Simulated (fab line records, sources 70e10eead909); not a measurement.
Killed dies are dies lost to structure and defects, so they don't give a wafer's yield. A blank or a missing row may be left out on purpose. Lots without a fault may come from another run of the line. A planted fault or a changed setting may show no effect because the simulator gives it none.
Which tool did it? | flow nand_harc | 12 lots, 36 wafers sampled, at 3 steps of a route of 1159

WHAT THE GAUGES READ, wafer by wafer
NHARC_A_BLC_INSPECT_12.
lot  | measured     | on                | raw_defect_count
L077 | day 17 12:29 | defect_inspect-02 | 13 19 19
L076 | day 17 16:16 | defect_inspect-01 | 26 32 27
L079 | day 18 23:34 | defect_inspect-01 | 34 39 36
L080 | day 19 12:39 | defect_inspect-01 | 11 14 6
L083 | day 19 16:35 | defect_inspect-01 | 22 26 27
L085 | day 20 02:00 | defect_inspect-01 | 13 15 16
L087 | day 20 07:46 | defect_inspect-01 | 42 42 33
L089 | day 21 10:23 | defect_inspect-01 | 50 54 46
L090 | day 21 12:25 | defect_inspect-01 | 60 46 51
L093 | day 21 22:08 | defect_inspect-01 | 43 41 35
L095 | day 23 01:49 | defect_inspect-01 | 14 21 19
L096 | day 23 03:26 | defect_inspect-01 | 41 53 47

WHICH TOOL RAN EACH LOT (tool, then ch and the chambers of the sampled wafers, then the start)
lot  | NHARC_A_CONTACT_ETCH_98                       | NHARC_A_CONTACT_ETCH_110
L077 | rie_diel-11 ch 0,2,3, day 17 05:05 or earlier | rie_diel-11 ch 0,3, day 17 05:05
L076 | rie_diel-11 ch 0,1,3, day 17 13:29 or earlier | rie_diel-11 ch 0,3, day 17 13:29
L079 | rie_diel-12 ch 1,2,3, day 18 19:04            | rie_diel-11 ch 1,2, day 18 19:26
L080 | rie_diel-12 ch 0,2,3, day 19 09:52 or earlier | rie_diel-13 ch 2,3, day 19 09:52
L083 | rie_diel-13 ch 0,2,3, day 19 13:06 or earlier | rie_diel-11 ch 1,2, day 19 13:06
L085 | rie_diel-11 ch 0,1,2, day 19 22:53 or earlier | rie_diel-12 ch 0,2, day 19 22:53
L087 | rie_diel-12 ch 0,3, day 20 02:11 or earlier   | rie_diel-11 ch 1,2, day 20 02:11
L089 | rie_diel-11 ch 1,2,3, day 21 05:04 or earlier | rie_diel-11 ch 0,2,3, day 21 05:04
L090 | rie_diel-12 ch 0,1,2, day 21 09:38 or earlier | rie_diel-11 ch 0,1,3, day 21 09:38
L093 | rie_diel-11 ch 0,2,3, day 21 15:05 or earlier | rie_diel-11 ch 0,1,3, day 21 15:05
L095 | rie_diel-13 ch 1,2,3, day 22 22:59 or earlier | rie_diel-12 ch 2,3, day 22 22:59
L096 | rie_diel-12 ch 0,1,2, day 23 00:41 or earlier | rie_diel-13 ch 0,2,3, day 23 00:41
- NHARC_A_CONTACT_ETCH_98: etches the open film in C4F6/O2, target depth 20 nm, time 10 s.
- NHARC_A_CONTACT_ETCH_110: etches the open film in CF4/O2, target depth 50 nm, overetch 5 nm, time 27.5 s.

THE ANSWER, worked out from the rows above alone
Rule: what is usual is taken from the lots themselves. Put in order of their means at a reading, lots are off if they are a third of the lots or fewer, leave a main group of 4 or more, and stand apart from it by a gap of 3 or more times the standard deviation of the main group's means; of several such gaps the widest counts. A main group whose means are all the same, to the digits that the tables above print for the reading, isn't used. A lot without any number at a reading at which 4 lots or more have one is off too. The other lots that the step has rows for count as sound.
No lot is off at any reading shown: from this, nothing can be told.

WHAT THE SIMULATOR HAD PUT IN
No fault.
